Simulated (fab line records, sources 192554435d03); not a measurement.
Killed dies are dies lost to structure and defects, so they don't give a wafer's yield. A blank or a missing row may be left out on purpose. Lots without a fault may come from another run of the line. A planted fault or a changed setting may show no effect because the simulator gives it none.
fab line records | flow n5_finfet
record lots=10 wafers=30 last_day=19
route steps=1938 shown WELL_APT@48 PMOS_HMC_CHANNEL_EPI@87 FIN_SAQP@101 BEOL_M4@1111
lots that met no fault: from a run of the same line without faults
start_h: hours from the record's first day to the start of the lot's first wafer shown | wait_h: hours since the lot's step before | " the same as in the row above | L1.1+2: a row that stands for several wafers | - no value, or no start given | * or withheld: withheld | < > ~ a bound
route shown NAME@n: a module of which the file shows steps, and the number in the route of the first | usual: mean/standard deviation of fault-free wafers | same: alike in all rows | chamber/n: place in a boat | sites: the reading at each site | _std_site: their standard deviation | _edge_site: outer sites' mean less inner sites' | radius_mm: how far each site lies from the wafer's centre | mask NAME#n: copy n | behind: the tool/chamber that last shaped the wafer | hold: why the lot was held/for how many hours/how that ended | device: the transistor (n, p or np) that didn't switch | end of line: the same wafers' tests at the end of the route | a step without rows: its recipe alone | killed: dies lost to structure and defects at the first sort, not the wafer's yield | map: a wafer's dies, x killed, . not, _ none there
set.NAME: the setting as run; set.NAME@STEP: as run at that earlier step | model.NAME: the simulator's own value behind a step, which no gauge read
steps of the route over a sample of lots; a table a step, a row a wafer
services: from which hour (start_h, from the record's first day; less than 0 if before it) a tool's chamber was out of use, for how many hours, and why
## steps
# step N5_WELL_APT_IMPLANT_32
# recipe species=BF2 energy_kev=50 dose_cm2=2e+13 tilt_deg=0 rotation_deg=0
# usual dose_ions_cm2=1.9997e+13/2.2e+10 faraday_current_uA=254/5
# columns lot.wafer tool chamber start_h wait_h dose_ions_cm2 faraday_current_uA
L718.2 implanter-02 0 27.70 0.1 2.0029e+13 256
L718.3 " 0 " " 2.0041e+13 255
L718.5 " 0 " " 2.0003e+13 256
L719.4 implanter-02 0 33.86 0.1 1.9975e+13 253
L719.5 " 0 " " 1.9974e+13 263
L719.6 " 0 " " 1.9971e+13 249
L720.1 implanter-01 0 39.69 0.1 1.9985e+13 255
L720.3 " 0 " " 2.001e+13 255
L720.4 " 0 " " 1.9963e+13 252
L725.2 implanter-01 0 70.25 0.1 2e+13 257
L725.3 " 0 " " 1.9979e+13 257
L725.6 " 0 " " 1.996e+13 255
L726.2 implanter-01 0 75.49 0.1 2.8018e+13 352
L726.3 " 0 " " 2.8061e+13 360
L726.4 " 0 " " 2.8008e+13 342
L727.1 implanter-02 0 81.78 0.1 2.0001e+13 250
L727.2 " 0 " " 2.0002e+13 246
L727.3 " 0 " " 2.0007e+13 249
L728.4 implanter-01 0 87.48 0.1 2.8005e+13 370
L728.5 " 0 " " 2.8023e+13 349
L728.6 " 0 " " 2.7988e+13 354
L730.2 implanter-01 0 99.67 0.1 2.8022e+13 361
L730.3 " 0 " " 2.8028e+13 353
L730.5 " 0 " " 2.8035e+13 354
L737.2 implanter-02 0 141.34 0.1 2.0002e+13 251
L737.3 " 0 " " 1.9983e+13 251
L737.6 " 0 " " 2.0029e+13 257
L738.4 implanter-02 0 147.50 0.1 2.0016e+13 258
L738.5 " 0 " " 2.0024e+13 257
L738.6 " 0 " " 2.0003e+13 248
# step N5_WELL_APT_EPI_41
# recipe material=Si target_thk_a=500 temp_c=650 precursor=SiH4/H2 pressure_torr=20 time_s=297.7
# usual throttle_valve_pct=11.2/0.45
# columns lot.wafer tool chamber start_h wait_h throttle_valve_pct
L718.2 epi_rpcvd-02 0 28.49 0.1 10.8
L718.3 " 0 " " 10.7
L718.5 " 0 " " 10.6
L719.4 epi_rpcvd-04 0 35.07 0.6 11.0
L719.5 " 0 " " 11.3
L719.6 " 0 " " 10.9
L720.1 epi_rpcvd-02 0 40.77 0.0 10.9
L720.3 " 0 " " 10.8
L720.4 " 0 " " 10.7
L725.2 epi_rpcvd-02 0 71.35 0.1 10.9
L725.3 " 0 " " 10.7
L725.6 " 0 " " 10.7
L726.2 epi_rpcvd-04 0 76.31 0.2 11.0
L726.3 " 0 " " 11.1
L726.4 " 0 " " 11.4
L727.1 epi_rpcvd-02 0 82.50 0.0 10.9
L727.2 " 0 " " 10.9
L727.3 " 0 " " 11.2
L728.4 epi_rpcvd-04 0 88.66 0.3 11.3
L728.5 " 0 " " 10.9
L728.6 " 0 " " 11.3
L730.2 epi_rpcvd-04 0 100.46 0.1 11.0
L730.3 " 0 " " 11.0
L730.5 " 0 " " 11.2
L737.2 epi_rpcvd-02 0 142.23 0.2 10.9
L737.3 " 0 " " 10.9
L737.6 " 0 " " 10.7
L738.4 epi_rpcvd-02 0 148.78 0.4 10.8
L738.5 " 0 " " 10.8
L738.6 " 0 " " 11.0
# step N5_PMOS_HMC_CHANNEL_EPI_EPI_26
# recipe material=Si target_thk_a=38 temp_c=650 precursor=SiH4/H2 pressure_torr=20 time_s=22.7
# usual throttle_valve_pct=11.07/0.25
# columns lot.wafer tool chamber start_h wait_h throttle_valve_pct
L718.2 epi_rpcvd-02 0 32.02 0.1 10.97
L718.3 " 0 " " 10.96
L718.5 " 0 " " 10.94
L719.4 epi_rpcvd-01 0 39.67 0.2 11.53
L719.5 " 0 " " 11.27
L719.6 " 0 " " 11.39
L720.1 epi_rpcvd-04 0 45.25 0.0 11.06
L720.3 " 0 " " 10.95
L720.4 " 0 " " 11.24
L725.2 epi_rpcvd-04 0 74.85 0.1 10.97
L725.3 " 0 " " 11.14
L725.6 " 0 " " 11.26
L726.2 epi_rpcvd-04 0 80.39 0.1 11.14
L726.3 " 0 " " 11.21
L726.4 " 0 " " 11.32
L727.1 epi_rpcvd-02 0 86.06 0.0 10.75
L727.2 " 0 " " 10.89
L727.3 " 0 " " 10.93
L728.4 epi_rpcvd-04 0 93.49 0.2 10.95
L728.5 " 0 " " 10.78
L728.6 " 0 " " 11.07
L730.2 epi_rpcvd-02 0 104.21 0.1 10.88
L730.3 " 0 " " 11.00
L730.5 " 0 " " 10.78
L737.2 epi_rpcvd-04 0 146.28 0.1 11.19
L737.3 " 0 " " 10.84
L737.6 " 0 " " 11.01
L738.4 epi_rpcvd-02 0 152.62 0.2 11.13
L738.5 " 0 " " 10.75
L738.6 " 0 " " 10.89
# step N5_FIN_SAQP_THK_MEAS_07
# usual thk_nm=59.7/0.71
# columns lot.wafer tool chamber start_h wait_h thk_nm
L718.2 film_metro-02 - 33.17 0.1 59.1
L718.3 " - " " 59.0
L718.5 " - " " 59.9
L719.4 film_metro-01 - 40.86 0.0 60.4
L719.5 " - " " 60.5
L719.6 " - " " 59.2
L720.1 film_metro-02 - 46.69 0.1 59.3
L720.3 " - " " 59.6
L720.4 " - " " 60.2
L725.2 film_metro-01 - 76.10 0.1 60.1
L725.3 " - " " 59.8
L725.6 " - " " 60.9
L726.2 film_metro-02 - 81.93 0.1 58.7
L726.3 " - " " 60.4
L726.4 " - " " 60.1
L727.1 film_metro-01 - 87.37 0.1 59.0
L727.2 " - " " 58.5
L727.3 " - " " 59.4
L728.4 film_metro-02 - 94.72 0.0 60.8
L728.5 " - " " 59.6
L728.6 " - " " 59.6
L730.2 film_metro-01 - 106.85 0.1 60.1
L730.3 " - " " 60.7
L730.5 " - " " 60.5
L737.2 film_metro-02 - 147.75 0.1 58.6
L737.3 " - " " 59.2
L737.6 " - " " 59.7
L738.4 film_metro-02 - 153.73 0.0 60.4
L738.5 " - " " 58.9
L738.6 " - " " 59.3
# step N5_BEOL_M4_RC_MEAS_101
# usual CJ_N=4.36/0.086 DIBL_N=36.2/1.2 DIBL_P=36.3/1.3 IOFF_N=0.155/0.019 IOFF_N_LONG=5.54e-05/2.4e-06 IOFF_P=0.210/0.029 ION_N=677/8.6 ION_P=465/6.8 RS_PWELL=3012/22 SS_N=71.4/0.48 SS_P=73.2/0.53 VT_N=249.9/2.4 VT_P=-250/3.2
# columns lot.wafer tool chamber start_h wait_h CJ_N DIBL_N[mV/V] DIBL_P[mV/V] IOFF_N[nA/um] IOFF_N_LONG[nA/um] IOFF_P[nA/um] ION_N[uA/um] ION_P[uA/um] RS_PWELL[ohm/sq] SS_N[mV/dec] SS_P[mV/dec] VT_N[mV] VT_P[mV]
L718.2 prober-02 0 164.57 0.2 4.37 35.9 36.3 0.161 5.91e-05 0.233 680 471 3019 71.5 73.6 247.7 -247
L718.3 " 0 " " 4.28 35.5 36.4 0.155 5.98e-05 0.227 690 476 3040 70.4 72.9 246.8 -247
L718.5 " 0 " " 4.26 35.7 36.2 0.155 5.94e-05 0.229 681 472 3036 70.8 73.7 246.7 -248
L719.4 prober-01 0 188.14 0.5 4.41 34.5 35.1 0.138 5.4e-05 0.196 682 470 3024 70.4 73.4 250.0 -249
L719.5 " 0 " " 4.43 34.6 34.9 0.140 5.48e-05 0.194 670 465 2994 70.7 72.7 251.1 -251
L719.6 " 0 " " 4.33 34.0 34.1 0.121 5.46e-05 0.177 664 456 3035 70.3 72.9 253.0 -254
L720.1 prober-02 0 199.88 0.0 4.36 35.7 36.0 0.144 5.41e-05 0.215 671 463 3025 71.6 73.4 251.6 -249
L720.3 " 0 " " 4.33 37.4 38.4 0.182 5.39e-05 0.245 678 469 3032 70.9 74.0 246.6 -247
L720.4 " 0 " " 4.42 37.0 37.4 0.166 5.48e-05 0.222 666 464 3010 71.0 73.7 249.5 -248
L725.2 prober-01 0 224.86 0.2 4.38 37.3 38.1 0.192 5.72e-05 0.255 688 467 2983 71.8 74.0 248.3 -245
L725.3 " 0 " " 4.35 35.2 36.1 0.156 5.68e-05 0.230 674 461 2960 71.5 73.6 248.8 -245
L725.6 " 0 " " 4.38 35.7 36.5 0.164 5.74e-05 0.228 676 467 2990 71.1 72.9 248.3 -249
L726.2 prober-01 0 245.08 0.2 5.08 34.2 33.4 0.114 6.73e-05 0.192 667 470 2925 70.6 72.5 253.7 -245
L726.3 " 0 " " 5.01 35.9 36.1 0.150 6.61e-05 0.227 678 474 2934 71.4 73.4 251.3 -247
L726.4 " 0 " " 5.09 37.3 37.4 0.173 6.74e-05 0.253 682 470 2943 71.4 74.0 247.0 -247
L727.1 prober-01 0 253.57 0.0 4.42 35.5 35.8 0.165 5.77e-05 0.222 687 467 3004 71.0 73.1 245.4 -249
L727.2 " 0 " " 4.43 37.7 37.8 0.204 5.77e-05 0.267 678 470 3029 71.8 73.8 246.3 -248
L727.3 " 0 " " 4.43 35.9 35.3 0.152 5.79e-05 0.218 678 469 3018 71.9 73.3 252.4 -250
L728.4 prober-01 0 261.68 0.5 5.19 35.6 36.1 0.133 6.31e-05 0.197 659 462 2951 71.6 73.6 252.2 -250
L728.5 " 0 " " 5.25 34.6 34.8 0.122 6.29e-05 0.173 662 461 2965 71.4 72.1 253.0 -252
L728.6 " 0 " " 5.27 37.7 38.3 0.174 6.35e-05 0.234 679 466 2952 72.1 73.4 249.2 -250
L730.2 prober-02 0 273.99 0.2 5.14 35.2 37.3 0.153 6.09e-05 0.225 671 462 2953 71.4 74.0 251.7 -249
L730.3 " 0 " " 5.16 34.7 36.4 0.143 6.14e-05 0.215 673 469 2943 71.8 73.4 249.5 -249
L730.5 " 0 " " 5.24 35.3 37.5 0.166 6.24e-05 0.238 678 472 2934 70.4 73.7 249.0 -246
L737.2 prober-02 0 308.16 0.2 4.39 37.6 36.5 0.155 5.46e-05 0.207 665 457 3054 71.7 72.6 250.2 -250
L737.3 " 0 " " 4.32 37.3 37.1 0.156 5.42e-05 0.218 680 465 3022 71.6 72.3 250.3 -249
L737.6 " 0 " " 4.42 37.2 36.3 0.147 5.54e-05 0.203 671 467 3062 71.3 73.1 250.7 -249
L738.4 prober-02 0 329.51 0.5 4.32 36.7 36.1 0.170 5.84e-05 0.206 676 466 2994 71.5 73.0 247.0 -251
L738.5 " 0 " " 4.31 36.6 35.9 0.166 5.82e-05 0.199 676 461 2956 70.6 73.5 250.3 -252
L738.6 " 0 " " 4.31 37.7 38.0 0.184 5.66e-05 0.240 690 471 2996 72.1 73.9 245.6 -249
## services
# columns tool chamber start_h hours kind
epi_rpcvd-02 - 10.11 0.2 repair
implanter-01 - 17.83 0.6 repair
implanter-01 - 33.01 1.2 repair
epi_rpcvd-02 - 44.76 1.3 repair
implanter-02 - 45.87 2.8 pm
implanter-02 - 54.26 5.8 repair
implanter-02 - 84.78 1.8 repair
implanter-01 - 92.13 3.5 repair
implanter-01 - 122.32 3.0 repair
implanter-01 - 139.04 3.7 pm
implanter-01 - 150.04 22.4 repair
## key
first_sign step=N5_WELL_APT_IMPLANT_32 reading=dose_ions_cm2 direction=up sigmas=99+ usual=1.9997e+13 struck=2.8021e+13
effect step=N5_WELL_APT_IMPLANT_32 reading=faraday_current_uA direction=up sigmas=20 usual=254 struck=355
effect step=N5_BEOL_M4_RC_MEAS_101 reading=CJ_N direction=up sigmas=9.2 usual=4.36 struck=5.16
effect step=N5_BEOL_M4_RC_MEAS_101 reading=IOFF_N_LONG direction=up sigmas=3.5 usual=5.54e-05 struck=6.39e-05
effect step=N5_BEOL_M4_RC_MEAS_101 reading=RS_PWELL direction=down sigmas=3 usual=3012 struck=2944
met_at N5_WELL_APT_IMPLANT_32
struck_lots L726,L728,L730
not_acting_at N5_WELL_APT_EPI_41,N5_PMOS_HMC_CHANNEL_EPI_EPI_26,N5_FIN_SAQP_THK_MEAS_07
onset_between 70.25 75.49
fault kind=process_parameter_drift tool=implanter-01 chamber=- onset_h=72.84 steps=N5_WELL_APT_IMPLANT_32 channel=dose_cm2 offset=8.0135e+12 shape=step end_h=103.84 acts_in=these_recipes_only stated=2e+13
